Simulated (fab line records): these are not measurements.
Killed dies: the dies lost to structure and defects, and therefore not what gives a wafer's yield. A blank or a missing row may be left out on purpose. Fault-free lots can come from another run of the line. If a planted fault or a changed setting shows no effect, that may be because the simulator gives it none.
Chamber matching || flow n5-finfet || 4 sister chambers for N5_BEOL_M14_TRENCH_ETCH_34 on rie-diel-03
The step etches SiO2 in C4F8/O2/Ar, target depth 556.65 nm, time 126.9 s. 4 wafers are shown with their chamber, then 10 later ones without.

WAFERS WITH THEIR CHAMBER
{"wafer": "L080.2", "chamber": 3, "showerhead-plenum-p-Torr (Torr)": 3.63}
{"wafer": "L082.2", "chamber": 1, "showerhead-plenum-p-Torr (Torr)": 3.43}
{"wafer": "L085.3", "chamber": 0, "showerhead-plenum-p-Torr (Torr)": 3.49}
{"wafer": "L085.5", "chamber": 2, "showerhead-plenum-p-Torr (Torr)": 3.31}

WAFERS WITHOUT THEIR CHAMBER
{"wafer": "L085.6", "showerhead-plenum-p-Torr (Torr)": 3.43}
{"wafer": "L089.4", "showerhead-plenum-p-Torr (Torr)": 3.42}
{"wafer": "L089.5", "showerhead-plenum-p-Torr (Torr)": 3.42}
{"wafer": "L089.6", "showerhead-plenum-p-Torr (Torr)": 3.31}
{"wafer": "L094.2", "showerhead-plenum-p-Torr (Torr)": 3.61}
{"wafer": "L094.4", "showerhead-plenum-p-Torr (Torr)": 3.42}
{"wafer": "L094.5", "showerhead-plenum-p-Torr (Torr)": 3.30}
{"wafer": "L097.1", "showerhead-plenum-p-Torr (Torr)": 3.61}
{"wafer": "L097.3", "showerhead-plenum-p-Torr (Torr)": 3.48}
{"wafer": "L097.6", "showerhead-plenum-p-Torr (Torr)": 3.61}

CHAMBER TAKEN BY EACH
{"wafer": "L085.6", "from the rows above": 1, "in truth": 1}
{"wafer": "L089.4", "from the rows above": 1, "in truth": 1}
{"wafer": "L089.5", "from the rows above": 1, "in truth": 1}
{"wafer": "L089.6", "from the rows above": 2, "in truth": 2}
{"wafer": "L094.2", "from the rows above": 3, "in truth": 3}
{"wafer": "L094.4", "from the rows above": 1, "in truth": 1}
{"wafer": "L094.5", "from the rows above": 2, "in truth": 2}
{"wafer": "L097.1", "from the rows above": 3, "in truth": 3}
{"wafer": "L097.3", "from the rows above": 0, "in truth": 0}
{"wafer": "L097.6", "from the rows above": 3, "in truth": 3}
Correct placement for 10 of the 10. Can't be placed from these rows: 0. Wrongly placed: 0.
How it was worked out, from the rows above alone: a wafer's distance from a chamber is the root of the sum, over the readings, of the square of ((its reading less the chamber's mean) divided by the reading's scatter). If the next closest chamber is less than 2 further off than the closest, the wafer can't be placed; otherwise it belongs to the closest. For every chamber, the mean is computed from those of its wafers that are shown. The scatter: root of mean squared gap, hidden wafer to nearest shown wafer, with one shown wafer a chamber.
